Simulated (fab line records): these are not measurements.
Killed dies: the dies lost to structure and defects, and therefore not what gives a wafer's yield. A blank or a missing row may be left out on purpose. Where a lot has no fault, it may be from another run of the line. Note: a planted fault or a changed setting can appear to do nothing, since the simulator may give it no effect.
Chamber matching ; flow nand harc ; rie diel-09 running NHARC_A_CHANNEL_HOLE_D2_DESCUM_15: 4 sister chambers
The step chemistry O2, time 3 s. 18 wafers are shown with their chamber, then 9 later ones without.

EACH WAFER AND ITS CHAMBER
wafer;chamber;showerhead plenum p Torr (Torr);rf vpp V (V);throttle valve pct (%)
L130.1;3;1.92;57.5;11.306
L130.3;2;1.78;56.3;11.295
L130.4;1;1.98;57.8;11.315
L132.1;3;1.92;58.3;11.306
L132.4;1;1.98;57.8;11.317
L132.6;1;1.98;59.1;11.307
L134.1;3;1.92;57.5;11.318
L134.4;1;1.98;57.6;11.304
L134.6;1;1.98;57.5;11.308
L136.1;0;1.86;56.7;11.317
L136.4;1;1.98;58.6;11.304
L136.5;1;1.98;58.6;11.305
L137.1;0;1.86;56.8;11.308
L137.2;3;1.92;58.4;11.296
L137.5;3;1.92;58.2;11.320
L142.2;1;1.98;58.5;11.301
L142.4;2;1.77;58.3;11.309
L142.6;1;1.98;58.4;11.292

SIGNATURES, as means of the wafers listed above
reading;chamber 0;chamber 1;chamber 2;chamber 3;scatter within a chamber
showerhead plenum p Torr;1.8600;1.9800;1.7750;1.9200;0.00189
rf vpp V;56.750;58.211;57.300;57.980;0.611
throttle valve pct;11.31250;11.30589;11.30200;11.30920;0.0083
Rule: for a wafer and a chamber, the distance is found by dividing, reading by reading, the gap between the wafer's reading and the chamber's mean by the reading's scatter, squaring, summing and taking the root. If the next closest chamber is less than 2 further off than the closest, the wafer can't be placed; otherwise it belongs to the closest. The scatter: the root of (the sum of the squares of (reading less its chamber's mean) over the shown wafers, divided by (wafers less chambers)).

WAFERS MISSING THEIR CHAMBER
wafer;showerhead plenum p Torr (Torr);rf vpp V (V);throttle valve pct (%)
L148.3;1.98;58.3;11.314
L148.5;1.86;56.5;11.322
L148.6;1.91;56.4;11.307
L150.2;1.98;58.1;11.302
L150.4;1.91;56.5;11.331
L150.6;1.91;59.0;11.338
L151.4;1.77;57.9;11.307
L151.5;1.98;58.1;11.299
L151.6;1.86;59.2;11.307

CHAMBER TAKEN BY EACH
wafer;from the rows above;in truth
L148.3;1;1
L148.5;0;0
L148.6;3;3
L150.2;1;1
L150.4;3;3
L150.6;3;3
L151.4;2;2
L151.5;1;1
L151.6;0;0
9 of 9 placed correctly. Not placeable from these rows: 0. 0 placed wrongly.
